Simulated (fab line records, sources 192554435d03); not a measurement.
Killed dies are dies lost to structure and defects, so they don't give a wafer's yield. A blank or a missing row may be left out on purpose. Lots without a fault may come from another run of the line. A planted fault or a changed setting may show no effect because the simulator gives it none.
fab line records | flow n5_finfet
record lots=4 wafers=12 last_day=17
route steps=1938 shown BEOL_M4@1099 BEOL_M5@1112 BEOL_M7@1281 PASSIVATION@1936
lots that met no fault: from a run of the same line without faults
start_h: hours from the record's first day to the start of the lot's first wafer shown | wait_h: hours since the lot's step before | " the same as in the row above | L1.1+2: a row that stands for several wafers | - no value, or no start given | * or withheld: withheld | < > ~ a bound
route shown NAME@n: a module of which the file shows steps, and the number in the route of the first | usual: mean/standard deviation of fault-free wafers | same: alike in all rows | chamber/n: place in a boat | sites: the reading at each site | _std_site: their standard deviation | _edge_site: outer sites' mean less inner sites' | radius_mm: how far each site lies from the wafer's centre | mask NAME#n: copy n | behind: the tool/chamber that last shaped the wafer | hold: why the lot was held/for how many hours/how that ended | device: the transistor (n, p or np) that didn't switch | end of line: the same wafers' tests at the end of the route | a step without rows: its recipe alone | killed: dies lost to structure and defects at the first sort, not the wafer's yield | map: a wafer's dies, x killed, . not, _ none there
set.NAME: the setting as run; set.NAME@STEP: as run at that earlier step | model.NAME: the simulator's own value behind a step, which no gauge read
lots at some steps of the route; a table a step, a row a wafer
services: from which hour (start_h, from the record's first day; less than 0 if before it) a tool's chamber was out of use, for how many hours, and why
## steps
# step N5_BEOL_M4_ANNEAL_95
# recipe temp_c=400 time_s=240 ambient=vacuum
# step N5_BEOL_M4_SPUTTER_96
# recipe material=Cu target_thk_a=45 temp_c=-20 chamber_pressure_pa=0.07 power_w=withheld time_s=8.29
# step N5_BEOL_M4_ECD_50
# recipe material=Cu target_thk_a=3000
# step N5_BEOL_M4_ANNEAL_51
# recipe temp_c=225 time_s=90 ambient=N2
# step N5_BEOL_M4_CMP_52
# recipe stop_on=SiOC t_overpolish_s=6.8 down_force_psi=1 platen_rpm=50 clearing_platen_down_force_psi=1.5 clearing_platen_rpm=50 post_cmp_clean=cu_alkaline target_thk_nm=40 clearing_platen_pad_velocity_m_s=0.99484 pad_velocity_m_s=0.99484
# step N5_BEOL_M4_PRE_CLEAN_60
# recipe gas=NH3/H2 time_s=15 temp_c=* rf_power_w=300
# step N5_BEOL_M4_CO_CAP_55
# recipe material=Co target_thk_a=20 temp_c=200 precursor=CCTBA/H2 pressure_torr=30 time_s=102.1
# step N5_BEOL_M4_PRE_CLEAN_56
# recipe gas=NH3 time_s=15 temp_c=withheld rf_power_w=300
# step N5_BEOL_M4_DEP_57
# recipe material=SiCN target_thk_a=80 temp_c=withheld precursor=3MS/NH3 pressure_torr=3 rf_w=202 time_s=14
# step N5_BEOL_M4_RC_MEAS_101
# usual DIBL_N=36.4/1.4 DIBL_P=36.4/1.5 IOFF_N=0.156/0.022 IOFF_P=0.210/0.023 ION_N=675/9.1 ION_P=463/5.7 SS_N=71.6/0.45 SS_P=73.3/0.56 VT_N=250/3.1 VT_P=-250.3/2.3
# columns lot.wafer tool chamber start_h wait_h DIBL_N[mV/V] DIBL_P[mV/V] IOFF_N[nA/um] IOFF_P[nA/um] ION_N[uA/um] ION_P[uA/um] SS_N[mV/dec] SS_P[mV/dec] VT_N[mV] VT_P[mV]
L276.1 prober-01 0 221.76 0.0 35.4 36.8 0.149 0.233 678 475 71.1 73.1 251 -244.7
L276.4 " 0 " " 33.7 34.5 0.114 0.180 666 463 70.5 73.1 255 -251.8
L276.6 " 0 " " 35.0 36.3 0.133 0.213 684 474 70.6 73.4 253 -250.0
L278.1 prober-02 0 229.14 0.0 37.9 36.2 0.180 0.247 684 470 72.6 73.3 247 -248.2
L278.2 " 0 " " 37.3 34.4 0.163 0.216 680 467 71.3 73.3 251 -248.5
L278.4 " 0 " " 35.8 32.9 0.134 0.194 671 466 71.1 73.5 251 -248.8
L280.2 prober-01 0 242.12 0.2 38.4 41.1 0.218 0.288 696 471 71.7 74.5 243 -245.6
L280.5 " 0 " " 35.5 37.5 0.162 0.217 676 464 71.1 72.9 249 -247.3
L280.6 " 0 " " 36.9 38.5 0.187 0.229 685 464 71.4 73.7 245 -249.3
L289.1 prober-01 0 301.31 0.0 36.6 36.1 0.158 0.193 689 465 71.4 73.9 250 -250.6
L289.3 " 0 " " 36.9 36.0 0.150 0.195 678 462 71.5 73.6 248 -252.7
L289.4 " 0 " " 36.1 35.3 0.148 0.180 682 461 71.5 73.0 249 -253.8
# step N5_BEOL_M5_ILD_DEP_00
# recipe material=SiCOH_lowk target_thk_a=1406.4 temp_c=300 precursor=DEMS/porogen pressure_torr=5 rf_w=500 time_s=25.9
# step N5_BEOL_M5_CURE_79
# recipe temp_c=385 time_s=240 ambient=He/Ar material=SiCOH_lowk
# step N5_BEOL_M5_PECVD_70
# recipe material=SiO2 target_thk_a=160 temp_c=400 precursor=TEOS/O2 pressure_torr=5.5 rf_w=450 teos_flow_sccm=53.8 gas=O2 flow_sccm=3000 time_s=18
# step N5_BEOL_M5_HM_DEP_02
# recipe material=TiN target_thk_a=200 temp_c=25 chamber_pressure_pa=0.49996
# step N5_BEOL_M5_COAT_59
# recipe resist=SOC temp_c=250 time_s=60 spin_rpm=1500 resist_thk_nm=60
# step N5_BEOL_M5_COAT_60
# recipe resist=SiARC temp_c=220 time_s=60 spin_rpm=1500 resist_thk_nm=12
# step N5_BEOL_M5_COAT_71
# recipe resist=underlayer temp_c=205 time_s=60 spin_rpm=1500 resist_thk_nm=5
# step N5_BEOL_M5_COAT_05
# recipe resist=CAR-EUV spin_rpm=1500 resist_thk_nm=30
# step N5_BEOL_M5_EBR_07
# recipe solvent=PGMEA ebr_width_mm=1.5
# step N5_BEOL_M5_SOFTBAKE_06
# recipe temp_c=110 time_s=60 resist=CAR-EUV
# step N5_BEOL_M5_EXPOSE_08
# recipe mask_id=M5 na=0.33 source_shape=annular sigma_inner=0.4 sigma_outer=0.8 polarization=unpolarized target_cd_nm=28 dose_mj=35.75
# step N5_BEOL_M5_PEB_09
# recipe peb_temp_c=100 peb_time_s=60 resist=CAR-EUV
# step N5_BEOL_M5_DEVELOP_10
# recipe develop_time_s=30 developer=TMAH resist=CAR-EUV rinse_liquid=surfactant_rinse dry=air_spin dev_temp_c=23
# step N5_BEOL_M5_DESCUM_16
# recipe chemistry=O2 time_s=7 source_power_w=50 bias_power_w=20 pressure_mtorr=20 rf_frequency_hz=2.712e+07 temp_c=40 resist=CAR-EUV o2_flow_sccm=225
# step N5_BEOL_M5_ETCH_72
# recipe chemistry=N2/H2 target=underlayer target_depth_a=65 mask_material=CAR-EUV time_s=5.2 ion_energy_ev=200 pressure_mtorr=30 source_w=840 bias_w=150 n2_flow_sccm=200 h2_flow_sccm=200 ends=cleared
# step N5_BEOL_M5_ETCH_61
# recipe chemistry=CF4 target=SiARC target_depth_a=156 mask_material=CAR-EUV time_s=26 ion_energy_ev=80 pressure_mtorr=40 source_w=545 bias_w=36 Ar_flow_sccm=100 cf4_flow_sccm=100 ends=cleared
# step N5_BEOL_M5_ETCH_62
# recipe chemistry=N2/H2 target=SOC target_depth_a=750 overetch_a=150 mask_material=SiARC temp_c=40 time_s=112.5 ion_energy_ev=200 pressure_mtorr=30 source_w=840 bias_w=150 n2_flow_sccm=200 h2_flow_sccm=200
# step N5_BEOL_M5_STRIP_63
# recipe chemistry=N2/H2 temp_c=40 n2_flow_sccm=200 h2_flow_sccm=200 rf_frequency_hz=6e+07
# step N5_BEOL_M5_STRIP_73
# recipe chemistry=N2/H2 temp_c=40 n2_flow_sccm=200 h2_flow_sccm=200 rf_frequency_hz=6e+07
# step N5_BEOL_M5_STRIP_64
# recipe chemistry=CF4 resist=SiARC power_w=300 bias_power_w=75 pressure_mtorr=50 cf4_flow_sccm=150 rf_frequency_hz=6e+07
# step N5_BEOL_M5_HM_OPEN_17
# recipe chemistry=Cl2/BCl3 target_depth_a=200 overetch_a=60 target=TiN mask_material=SOC ion_energy_ev=150 pressure_mtorr=10 icp_w=1000 bias_w=126 Cl2_flow_sccm=53.25 bcl3_flow_sccm=21.75 Ar_flow_sccm=25
# step N5_BEOL_M5_STRIP_19
# recipe chemistry=O2 power_w=400 temp_c=40 pressure_mtorr=30 rf_frequency_hz=6e+07 bias_power_w=0 overash_fraction=0.2 o2_flow_sccm=225
# step N5_BEOL_M5_COAT_65
# recipe resist=SOC temp_c=250 time_s=60 spin_rpm=1500 resist_thk_nm=60
# step N5_BEOL_M5_COAT_66
# recipe resist=SiARC temp_c=220 time_s=60 spin_rpm=1500 resist_thk_nm=12
# step N5_BEOL_M7_ETCH_62
# recipe chemistry=N2/H2 target=SOC target_depth_a=1100 overetch_a=220 mask_material=SiARC temp_c=40 time_s=165 ion_energy_ev=200 pressure_mtorr=30 source_w=840 bias_w=150 n2_flow_sccm=200 h2_flow_sccm=200
# usual drypump_motor_current_A=5.7/0.62 oes_product_au=0.67/0.056 rf_vpp_V=523.9/2.5 showerhead_plenum_p_Torr=2.54/0.085 throttle_valve_pct=17.83/0.2
# columns lot.wafer tool chamber start_h wait_h drypump_motor_current_A oes_product_au rf_hours_counter_h rf_vpp_V showerhead_plenum_p_Torr throttle_valve_pct model.etch.depth_nm model.SiARC_of_BEOL_M7_COAT_60.thk_nm model.BEOL_M7.cd_offset_nm
L276.1 rie_diel-04 0 245.85 0.0 5.4 0.75 33 528.8 2.71 17.61 99.63 28.6 -0.4
L276.4 " 3 " " 5.8 0.74 46 525.3 2.58 17.65 100 28.4 0.2
L276.6 " 2 " " 6.2 0.64 - 520.4 2.44 18.07 99.94 28.4 0
L278.1 rie_diel-04 0 254.66 0.0 5.4 0.72 36 528.9 2.70 17.59 89.46 30.4 -1
L278.2 " 2 " " 6.2 0.64 152 522.8 2.44 18.08 100.1 28.2 0.2
L278.4 " 3 " " 5.9 0.74 49 525.6 2.58 17.66 100.4 28.2 0.2
L280.2 rie_diel-04 1 269.80 0.0 5.9 0.63 172 525.8 2.64 17.95 100.3 28.2 -0.2
L280.5 " 0 " " 5.4 0.72 - 528.0 2.70 17.60 90.56 30.4 -1.6
L280.6 " 1 " " 5.9 0.63 - 526.8 2.64 17.93 100.2 28 -1
L289.1 rie_diel-06 3 324.37 0.0 5.1 0.58 247 519.7 2.40 18.28 99.3 28.6 -0.8
L289.3 " 1 " " 4.9 0.60 241 523.6 2.50 17.92 99.43 28.4 -0.4
L289.4 " 2 " " 6.7 0.74 50 525.8 2.58 17.92 99.83 28.2 -0.8
# step N5_BEOL_M7_HM_OPEN_17
# recipe chemistry=Cl2/BCl3 target_depth_a=200 overetch_a=60 target=TiN mask_material=SOC ion_energy_ev=150 pressure_mtorr=10 icp_w=1000 bias_w=126 Cl2_flow_sccm=53.25 bcl3_flow_sccm=21.75 Ar_flow_sccm=25
# usual drypump_motor_current_A=5.4/0.34 oes_product_au=0.68/0.11 throttle_valve_pct=22.12/0.23
# columns lot.wafer tool chamber start_h wait_h drypump_motor_current_A oes_product_au rf_hours_counter_h throttle_valve_pct model.BEOL_M7.cd_offset_nm
L276.1 rie_metal-02 0 246.04 0.0 5.4 0.54 114 22.00 -0.2
L276.4 " 0 " " 5.3 0.54 - 21.98 0.2
L276.6 " 0 " " 5.4 0.55 - 21.98 0
L278.1 rie_metal-03 1 254.85 0.0 5.2 0.37 22 22.46 -1
L278.2 " 0 " " 5.4 0.80 6 22.20 0.2
L278.4 " 0 " " 5.4 0.79 - 22.20 0.2
L280.2 rie_metal-03 0 270.00 0.0 5.3 0.79 7 22.21 -0.2
L280.5 " 0 " " 5.3 0.46 - 22.70 -1.6
L280.6 " 1 " " 5.2 0.73 - 21.86 -0.8
L289.1 rie_metal-02 1 324.56 0.0 5.8 0.75 12 21.94 -0.8
L289.3 " 0 " " 5.3 0.81 - 21.85 -0.4
L289.4 " 1 " " 5.8 0.77 - 21.94 -0.8
# step N5_BEOL_M7_CD_MEAS_18
# recipe pitch_nm=80 target_cd_nm=40
# usual cd_nm=39.9/0.51
# columns lot.wafer tool chamber start_h wait_h cd_nm
L276.1 cd_sem-02 - 246.24 0.0 39.4
L276.4 " - " " 40.2
L276.6 " - " " 40.0
L278.1 cd_sem-01 - 255.03 0.0 -
L278.2 " - " " 40.3
L278.4 " - " " 40.2
L280.2 cd_sem-02 - 270.19 0.1 39.9
L280.5 " - " " -
L280.6 " - " " 39.0
L289.1 cd_sem-01 - 324.80 0.0 39.2
L289.3 " - " " 39.7
L289.4 " - " " 39.4
# step N5_BEOL_M7_VIA_ETCH_34
# recipe chemistry=C4F6/O2 target=SiCOH_lowk target_depth_a=1255 mask_material=SOC taper_deg=4 time_s=50.5 ion_energy_ev=250 pressure_mtorr=30 source_w=345 bias_w=185 Ar_flow_sccm=300 C4F6_flow_sccm=10 O2_flow_sccm=10
# usual C4F6_flow_sccm=10.001/0.03 O2_flow_sccm=10.00/0.035 drypump_motor_current_A=5.8/0.62 oes_product_au=0.80/0.074 rf_vpp_V=669/6.6 showerhead_plenum_p_Torr=2.85/0.089 throttle_valve_pct=20.91/0.19
# columns lot.wafer tool chamber start_h wait_h C4F6_flow_sccm O2_flow_sccm drypump_motor_current_A oes_product_au rf_hours_counter_h rf_vpp_V showerhead_plenum_p_Torr throttle_valve_pct
L276.1 rie_diel-04 1 250.38 0.0 10.044 9.99 5.9 0.75 165 669 2.96 21.01
L276.4 " 0 " " 10.002 9.99 5.3 0.91 34 670 3.02 20.71
L276.6 " 2 " " 10.039 9.99 6.2 0.75 - 672 2.75 21.08
L278.1 rie_diel-01 3 255.91 0.0 10.018 10.05 5.4 0.33 27 662 2.80 20.44
L278.2 " 1 " " 10.034 10.00 6.8 0.79 103 655 2.87 20.84
L278.4 " 3 " " 9.999 9.98 5.4 0.87 - 663 2.80 20.62
L280.2 rie_diel-06 1 274.02 0.0 9.965 9.98 4.9 0.71 229 678 2.81 20.96
L280.5 " 3 " " 9.951 9.99 5.1 0.26 - 666 2.70 21.15
L280.6 " 2 " " 10.026 9.97 6.6 0.89 - 677 2.90 20.95
L289.1 rie_diel-04 1 328.66 0.0 10.032 10.12 5.9 0.74 189 669 2.95 21.06
L289.3 " 3 " " 9.955 9.98 5.9 0.85 69 671 2.87 20.72
L289.4 " 2 " " 9.939 10.04 6.2 0.75 173 670 2.74 21.13
# step N5_BEOL_M7_OCD_MEAS_38
# usual trench_depth_nm=93.5/1.4
# columns lot.wafer tool chamber start_h wait_h trench_depth_nm
L276.1 ocd-01 - 250.63 - 94.3
L276.4 " - " " 92.9
L276.6 " - " " 92.5
L278.1 ocd-01 - 256.16 - -
L278.2 " - " " 93.5
L278.4 " - " " 95.4
L280.2 ocd-02 - 274.27 - 91.4
L280.5 " - " " 0.2
L280.6 " - " " 95.9
L289.1 ocd-02 - 328.92 - 94.4
L289.3 " - " " 93.9
L289.4 " - " " 93.2
# step N5_PASSIVATION_PROBE_49
# usual defect_limited_yield=91.5/1.3 killed_at_M0_to_M3=33/10 killed_at_M4_up=13/4 killed_at_contacts=12/6.3 killed_at_front_end=39/11 killed_at_other=3.4/2.6 killed_dies=100/15 killed_on_rim=13/4 killed_open=65/11 killed_short=34/7.8 sort_bin_5_function=5.0/0.89 sort_bin_6_memory=3.2/0.58 sort_n_pass=1080/15 sort_yield_pct=91.5/1.3
# same gross_dies=1180 killed_at_back_side=0 sort_bin_4_leakage[%]=0 sort_bin_8_speed[%]=0
# columns lot.wafer tool chamber start_h wait_h defect_limited_yield[%] killed_at_M0_to_M3 killed_at_M4_up killed_at_contacts killed_at_front_end killed_at_other killed_dies killed_on_rim killed_open killed_short sort_bin_5_function[%] sort_bin_6_memory[%] sort_n_pass sort_yield_pct[%]
L278.1 prober-01 - 342.10 0.0 0 37 1089 12 39 3 1180 152 74 27 96.2 3.6 0 0
L280.2 prober-01 - 357.69 0.1 91.9 34 14 14 30 4 96 17 60 29 4.5 2.8 1084 91.9
L280.5 prober-01 - 357.84 0.2 0.3 26 1101 17 30 3 1177 152 46 39 97.1 2.2 3 0.3
L280.6 prober-01 - 357.89 0.3 91.2 51 15 8 30 0 104 14 70 33 5.9 2.9 1076 91.2
# killed by level:class
L278.1 BEOL_M7:area_etch=1079 BEOL_M2:geometric_particle:open=12 MOL_CONTACT_COAG:geometric_particle:open=11 BEOL_M1:geometric_particle:open=11 FIN_SAQP:geometric_particle:open=9 STI_FIN_REVEAL:geometric_particle:open=9 FIN_SAQP:geometric_particle:short=8 BEOL_M0_SAQP:geometric_particle:short=4
L280.2 MOL_CONTACT_COAG:geometric_particle:open=10 BEOL_M0_SAQP:geometric_particle:short=9 BEOL_M2:geometric_particle:open=8 STI_FIN_REVEAL:geometric_particle:open=7 BEOL_M0_SAQP:geometric_particle:open=6 BEOL_M5:geometric_particle:open=5 HKMG_FIN:area_etch=5 GATE_CUT:geometric_particle:short=4
L280.5 BEOL_M7:area_etch=1092 MOL_CONTACT_COAG:geometric_particle:open=11 BEOL_M0_SAQP:geometric_particle:short=11 MOL_CONTACT_COAG:geometric_particle:short=6 BEOL_M0_SAQP:geometric_particle:open=6 FIN_SAQP:geometric_particle:open=5 STARTING-WAFER:geometric_particle:short=5 GATE_CUT:geometric_particle:open=4
L280.6 BEOL_M2:geometric_particle:open=16 BEOL_M0_SAQP:geometric_particle:short=13 BEOL_M0_SAQP:geometric_particle:open=9 FIN_SAQP:geometric_particle:open=8 MOL_CONTACT_COAG:geometric_particle:open=6 BEOL_M1:geometric_particle:open=6 FIN_SAQP:geometric_particle:short=5 BEOL_M4:geometric_particle:open=5
# map L278.1 (x killed, . not)
_________________xxxxxxxxxxxx________________
______________xxxxxxxxxxxxxxxxxx_____________
___________xxxxxxxxxxxxxxxxxxxxxxxx__________
__________xxxxxxxxxxxxxxxxxxxxxxxxxx_________
________xxxxxxxxxxxxxxxxxxxxxxxxxxxxxx_______
_______xxxxxxxxxxxxxxxxxxxxxxxxxxxxxxxx______
______xxxxxxxxxxxxxxxxxxxxxxxxxxxxxxxxxx_____
_____xxxxxxxxxxxxxxxxxxxxxxxxxxxxxxxxxxxx____
____xxxxxxxxxxxxxxxxxxxxxxxxxxxxxxxxxxxxxx___
___xxxxxxxxxxxxxxxxxxxxxxxxxxxxxxxxxxxxxxxx__
___xxxxxxxxxxxxxxxxxxxxxxxxxxxxxxxxxxxxxxxx__
__xxxxxxxxxxxxxxxxxxxxxxxxxxxxxxxxxxxxxxxxxx_
__xxxxxxxxxxxxxxxxxxxxxxxxxxxxxxxxxxxxxxxxxx_
_xxxxxxxxxxxxxxxxxxxxxxxxxxxxxxxxxxxxxxxxxxxx
_xxxxxxxxxxxxxxxxxxxxxxxxxxxxxxxxxxxxxxxxxxxx
_xxxxxxxxxxxxxxxxxxxxxxxxxxxxxxxxxxxxxxxxxxxx
_xxxxxxxxxxxxxxxxxxxxxxxxxxxxxxxxxxxxxxxxxxxx
_xxxxxxxxxxxxxxxxxxxxxxxxxxxxxxxxxxxxxxxxxxxx
_xxxxxxxxxxxxxxxxxxxxxxxxxxxxxxxxxxxxxxxxxxxx
_xxxxxxxxxxxxxxxxxxxxxxxxxxxxxxxxxxxxxxxxxxxx
_xxxxxxxxxxxxxxxxxxxxxxxxxxxxxxxxxxxxxxxxxxxx
__xxxxxxxxxxxxxxxxxxxxxxxxxxxxxxxxxxxxxxxxxx_
__xxxxxxxxxxxxxxxxxxxxxxxxxxxxxxxxxxxxxxxxxx_
___xxxxxxxxxxxxxxxxxxxxxxxxxxxxxxxxxxxxxxxx__
___xxxxxxxxxxxxxxxxxxxxxxxxxxxxxxxxxxxxxxxx__
____xxxxxxxxxxxxxxxxxxxxxxxxxxxxxxxxxxxxxx___
_____xxxxxxxxxxxxxxxxxxxxxxxxxxxxxxxxxxxx____
______xxxxxxxxxxxxxxxxxxxxxxxxxxxxxxxxxx_____
_______xxxxxxxxxxxxxxxxxxxxxxxxxxxxxxxx______
________xxxxxxxxxxxxxxxxxxxxxxxxxxxxxx_______
__________xxxxxxxxxxxxxxxxxxxxxxxxxx_________
___________xxxxxxxxxxxxxxxxxxxxxxxx__________
______________xxxxxxxxxxxxxxxxxx_____________
_________________xxxxxxxxxxxx________________
# map L280.5 (x killed, . not)
_________________xxxxxxxxxxxx________________
______________xxxxxxxxxxxxxxxxxx_____________
___________xxxxxxxxxxxxxxxxxxxxxxxx__________
__________xxxxxxxxxxxxxxxxxxxxxxxxxx_________
________xxxxxxxxxxxxxxxxxxxxxxxxxxxxxx_______
_______xxxxxxxxxxxxxxxxxxxxxxxxxxxxxxxx______
______xxxxxxxxxxxxxxxxxxxxxxxxxxxxxxxxxx_____
_____xxxxxxxxxxxxxxxxxxxxxxxxxxxxxxxxxxxx____
____xxxxxxxxxxxxxxxxxxxxxxxxxxxxxxxxxxxxxx___
___xxxxxxxxxxxxxxxxxxxxxxxxxxxxxxxxxxxxxxxx__
___xxxxxxxxxxxxxxxxxxxxxxxxxxxxxxxxxxxxxxxx__
__xxxxxxxxxxxxxxxxxxxxxxxxxxxxxxxxxxxxxxxxxx_
__xxxxx.xxxxxxxxxxxxxxxxxxxxxxxxxxxxxxxxxxxx_
_xxxxxx.xxxxxxxxxxxxxxxxxxxxxxxxxxxxxxxxxxxxx
_xxxxx.xxxxxxxxxxxxxxxxxxxxxxxxxxxxxxxxxxxxxx
_xxxxxxxxxxxxxxxxxxxxxxxxxxxxxxxxxxxxxxxxxxxx
_xxxxxxxxxxxxxxxxxxxxxxxxxxxxxxxxxxxxxxxxxxxx
_xxxxxxxxxxxxxxxxxxxxxxxxxxxxxxxxxxxxxxxxxxxx
_xxxxxxxxxxxxxxxxxxxxxxxxxxxxxxxxxxxxxxxxxxxx
_xxxxxxxxxxxxxxxxxxxxxxxxxxxxxxxxxxxxxxxxxxxx
_xxxxxxxxxxxxxxxxxxxxxxxxxxxxxxxxxxxxxxxxxxxx
__xxxxxxxxxxxxxxxxxxxxxxxxxxxxxxxxxxxxxxxxxx_
__xxxxxxxxxxxxxxxxxxxxxxxxxxxxxxxxxxxxxxxxxx_
___xxxxxxxxxxxxxxxxxxxxxxxxxxxxxxxxxxxxxxxx__
___xxxxxxxxxxxxxxxxxxxxxxxxxxxxxxxxxxxxxxxx__
____xxxxxxxxxxxxxxxxxxxxxxxxxxxxxxxxxxxxxx___
_____xxxxxxxxxxxxxxxxxxxxxxxxxxxxxxxxxxxx____
______xxxxxxxxxxxxxxxxxxxxxxxxxxxxxxxxxx_____
_______xxxxxxxxxxxxxxxxxxxxxxxxxxxxxxxx______
________xxxxxxxxxxxxxxxxxxxxxxxxxxxxxx_______
__________xxxxxxxxxxxxxxxxxxxxxxxxxx_________
___________xxxxxxxxxxxxxxxxxxxxxxxx__________
______________xxxxxxxxxxxxxxxxxx_____________
_________________xxxxxxxxxxxx________________
## services
# columns tool chamber start_h hours kind
rie_diel-04 - 228.29 14.6 pm
rie_metal-03 - 228.89 0.2 repair
rie_diel-01 2 247.70 9.1 repair
rie_diel-04 2 255.92 2.1 repair
rie_diel-01 3 261.33 9.2 repair
rie_metal-02 0 278.71 - clean
rie_metal-02 0 278.71 33.9 scheduled_down
rie_metal-02 0 278.71 33.9 vent_cycle
rie_diel-01 - 326.60 0.4 repair
## key
first_sign step=N5_BEOL_M7_HM_OPEN_17 reading=oes_product_au direction=down sigmas=2.5 usual=0.68 struck=0.41
effect step=N5_BEOL_M7_CD_MEAS_18 reading=cd_nm direction=missing
effect step=N5_BEOL_M7_VIA_ETCH_34 reading=oes_product_au direction=down sigmas=6.8 usual=0.80 struck=0.30
effect step=N5_BEOL_M7_OCD_MEAS_38 reading=trench_depth_nm direction=missing
effect step=N5_PASSIVATION_PROBE_49 reading=killed_at_M4_up direction=up sigmas=99+ usual=13 struck=1095
model_effect step=N5_BEOL_M7_ETCH_62 value=etch.depth_nm without=100.3 struck=90.01
model_effect step=N5_BEOL_M7_HM_OPEN_17 value=BEOL_M7.cd_offset_nm without=-0.3 struck=-1.3
more_kills_born_at N5_BEOL_M7_ETCH_62@rie_diel-04=2171
met_at N5_BEOL_M7_ETCH_62
struck_wafers L278.1,L280.5
later_rows_left_out L278.1,L280.5
onset_between 245.85 254.66
fault kind=process_parameter_drift tool=rie_diel-04 chamber=0 onset_h=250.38 steps=N5_BEOL_M7_ETCH_62 channel=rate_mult offset=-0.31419 shape=step end_h=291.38
# later_rows_left_out: the simulator's readings of these wafers behind a module that went badly wrong aren't trusted and aren't shown, but for the sort
